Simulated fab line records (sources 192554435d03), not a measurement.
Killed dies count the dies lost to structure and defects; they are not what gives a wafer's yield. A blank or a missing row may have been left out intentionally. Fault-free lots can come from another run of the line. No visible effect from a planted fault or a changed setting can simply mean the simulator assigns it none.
Chamber matching | flow n5_finfet | rie_diel-01 running N5_SD_EPI_N_DESCUM_14: 4 sister chambers
The step chemistry O2, time 7.9 s. 20 wafers are shown with their chamber, then 10 later ones without.

## EACH WAFER AND ITS CHAMBER
wafer  | chamber | drypump_motor_current_A (A) | showerhead_plenum_p_Torr (Torr) | rf_vpp_V (V)
L075.3 | 3       | 5.1                         | 1.98                            | 241.3
L075.4 | 2       | 6.2                         | 2.14                            | 243.8
L075.6 | 3       | 5.1                         | 1.98                            | 240.3
L078.2 | 1       | 5.9                         | 2.24                            | 245.3
L078.4 | 2       | 6.2                         | 2.13                            | 244.6
L078.5 | 2       | 6.2                         | 2.13                            | 242.9
L081.2 | 2       | 6.2                         | 2.13                            | 244.4
L081.4 | 3       | 5.1                         | 1.97                            | 240.2
L081.5 | 1       | 6.0                         | 2.23                            | 243.7
L083.2 | 0       | 6.2                         | 2.09                            | 243.9
L083.4 | 1       | 5.9                         | 2.23                            | 245.4
L083.5 | 0       | 6.2                         | 2.09                            | 243.1
L087.2 | 1       | 5.9                         | 2.23                            | 245.6
L087.4 | 0       | 6.2                         | 2.09                            | 243.2
L087.6 | 2       | 6.2                         | 2.13                            | 245.6
L090.1 | 1       | 5.9                         | 2.23                            | 245.5
L090.5 | 0       | 6.2                         | 2.09                            | 245.3
L090.6 | 3       | 5.1                         | 1.97                            | 240.0
L092.2 | 1       | 6.0                         | 2.22                            | 244.7
L092.5 | 2       | 6.2                         | 2.13                            | 244.1

SIGNATURES (means of the wafers above)
reading                  | chamber 0 | chamber 1 | chamber 2 | chamber 3 | scatter within a chamber
drypump_motor_current_A  | 6.200     | 5.933     | 6.200     | 5.100     | 0.0289
showerhead_plenum_p_Torr | 2.0900    | 2.2300    | 2.1317    | 1.9750    | 0.00489
rf_vpp_V                 | 243.875   | 245.033   | 244.233   | 240.450   | 0.819
Rule: for each reading, subtract the chamber's mean from the wafer's reading, divide by that reading's scatter and square the result; add these up over the readings and take the root, which gives the wafer's distance from the chamber. The wafer belongs to the nearest chamber; if the next one is less than 2 further off, it can't be placed. The scatter: take each reading less its chamber's mean, square it, sum over the shown wafers, divide by the number of wafers less the number of chambers, and take the root.

## WAFERS WHOSE CHAMBER IS MISSING
wafer  | drypump_motor_current_A (A) | showerhead_plenum_p_Torr (Torr) | rf_vpp_V (V)
L092.6 | 6.0                         | 2.22                            | 244.3
L094.4 | 5.9                         | 2.22                            | 245.6
L094.5 | 6.2                         | 2.08                            | 243.8
L094.6 | 6.2                         | 2.12                            | 243.9
L096.1 | 6.2                         | 2.08                            | 242.5
L096.2 | 5.9                         | 2.22                            | 244.6
L096.3 | 5.1                         | 2.23                            | 244.8
L097.1 | 6.2                         | 2.08                            | 243.3
L097.4 | 6.2                         | 2.12                            | 243.3
L097.5 | 6.2                         | 2.12                            | 245.1

## THE CHAMBER EACH PASSED THROUGH
wafer  | from the rows above | in truth
L092.6 | 1                   | 1
L094.4 | 1                   | 1
L094.5 | 0                   | 0
L094.6 | 2                   | 2
L096.1 | 0                   | 0
L096.2 | 1                   | 1
L096.3 | 1                   | 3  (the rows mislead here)
L097.1 | 0                   | 0
L097.4 | 2                   | 2
L097.5 | 2                   | 2
Correct placement for 9 of the 10. Left unplaced by these rows: 0. Wrongly placed: 1.
